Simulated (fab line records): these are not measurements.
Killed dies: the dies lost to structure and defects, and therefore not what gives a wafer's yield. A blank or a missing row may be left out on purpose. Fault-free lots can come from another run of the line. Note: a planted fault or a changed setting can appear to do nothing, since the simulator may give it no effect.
Chamber matching || flow n5_finfet || N5_STI_FIN_REVEAL_ALD_14 on ald_sin-01: 4 sister chambers
The step deposits Si3N4, target thk 3 nm. 24 wafers are shown with their chamber, then 12 later ones without.

## EACH WAFER AND ITS CHAMBER
{"wafer": "L077.3", "chamber": 3, "heater_power_w (W)": 922}
{"wafer": "L077.5", "chamber": 2, "heater_power_w (W)": 891}
{"wafer": "L077.6", "chamber": 1, "heater_power_w (W)": 899}
{"wafer": "L078.1", "chamber": 2, "heater_power_w (W)": 885}
{"wafer": "L078.2", "chamber": 0, "heater_power_w (W)": 912}
{"wafer": "L078.5", "chamber": 1, "heater_power_w (W)": 923}
{"wafer": "L080.3", "chamber": 3, "heater_power_w (W)": 891}
{"wafer": "L080.4", "chamber": 1, "heater_power_w (W)": 893}
{"wafer": "L080.5", "chamber": 0, "heater_power_w (W)": 892}
{"wafer": "L082.2", "chamber": 0, "heater_power_w (W)": 919}
{"wafer": "L082.3", "chamber": 2, "heater_power_w (W)": 871}
{"wafer": "L082.6", "chamber": 0, "heater_power_w (W)": 924}
{"wafer": "L083.2", "chamber": 3, "heater_power_w (W)": 945}
{"wafer": "L083.5", "chamber": 1, "heater_power_w (W)": 906}
{"wafer": "L083.6", "chamber": 0, "heater_power_w (W)": 932}
{"wafer": "L084.1", "chamber": 3, "heater_power_w (W)": 936}
{"wafer": "L084.3", "chamber": 1, "heater_power_w (W)": 913}
{"wafer": "L084.4", "chamber": 2, "heater_power_w (W)": 864}
{"wafer": "L085.1", "chamber": 3, "heater_power_w (W)": 909}
{"wafer": "L085.4", "chamber": 0, "heater_power_w (W)": 884}
{"wafer": "L085.6", "chamber": 3, "heater_power_w (W)": 910}
{"wafer": "L086.1", "chamber": 1, "heater_power_w (W)": 917}
{"wafer": "L086.3", "chamber": 0, "heater_power_w (W)": 927}
{"wafer": "L086.5", "chamber": 3, "heater_power_w (W)": 925}

SIGNATURES (averages over the wafers above)
{"reading": "heater_power_w", "chamber 0": 912.86, "chamber 1": 908.50, "chamber 2": 877.75, "chamber 3": 919.71, "scatter within a chamber": 15.9}
Rule: for a wafer and a chamber, the distance is found by dividing, reading by reading, the gap between the wafer's reading and the chamber's mean by the reading's scatter, squaring, summing and taking the root. If the next closest chamber is less than 2 further off than the closest, the wafer can't be placed; otherwise it belongs to the closest. The scatter: take each reading less its chamber's mean, square it, sum over the shown wafers, divide by the number of wafers less the number of chambers, and take the root.

## WAFERS WHOSE CHAMBER IS MISSING
{"wafer": "L093.1", "heater_power_w (W)": 910}
{"wafer": "L093.3", "heater_power_w (W)": 881}
{"wafer": "L093.6", "heater_power_w (W)": 901}
{"wafer": "L095.1", "heater_power_w (W)": 930}
{"wafer": "L095.3", "heater_power_w (W)": 918}
{"wafer": "L095.4", "heater_power_w (W)": 917}
{"wafer": "L096.1", "heater_power_w (W)": 913}
{"wafer": "L096.3", "heater_power_w (W)": 865}
{"wafer": "L096.5", "heater_power_w (W)": 948}
{"wafer": "L097.1", "heater_power_w (W)": 915}
{"wafer": "L097.3", "heater_power_w (W)": 889}
{"wafer": "L097.5", "heater_power_w (W)": 904}

## EACH ONE'S CHAMBER
{"wafer": "L093.1", "from the rows above": "can't be placed: 1 or 0 or 3 or 2", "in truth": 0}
{"wafer": "L093.3", "from the rows above": "can't be placed: 2 or 1 or 0", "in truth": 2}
{"wafer": "L093.6", "from the rows above": "can't be placed: 1 or 0 or 3 or 2", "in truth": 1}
{"wafer": "L095.1", "from the rows above": "can't be placed: 3 or 0 or 1", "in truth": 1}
{"wafer": "L095.3", "from the rows above": "can't be placed: 3 or 0 or 1", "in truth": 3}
{"wafer": "L095.4", "from the rows above": "can't be placed: 3 or 0 or 1", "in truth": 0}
{"wafer": "L096.1", "from the rows above": "can't be placed: 0 or 1 or 3", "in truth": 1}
{"wafer": "L096.3", "from the rows above": "can't be placed: 2 or 1", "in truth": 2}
{"wafer": "L096.5", "from the rows above": "can't be placed: 3 or 0 or 1", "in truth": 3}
{"wafer": "L097.1", "from the rows above": "can't be placed: 0 or 3 or 1", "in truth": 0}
{"wafer": "L097.3", "from the rows above": "can't be placed: 2 or 1 or 0 or 3", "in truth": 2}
{"wafer": "L097.5", "from the rows above": "can't be placed: 1 or 0 or 3 or 2", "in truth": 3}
Correctly placed: 0 of 12. Not placeable from these rows: 12 (in 12, the candidates include the true chamber). Placed wrongly: 0.
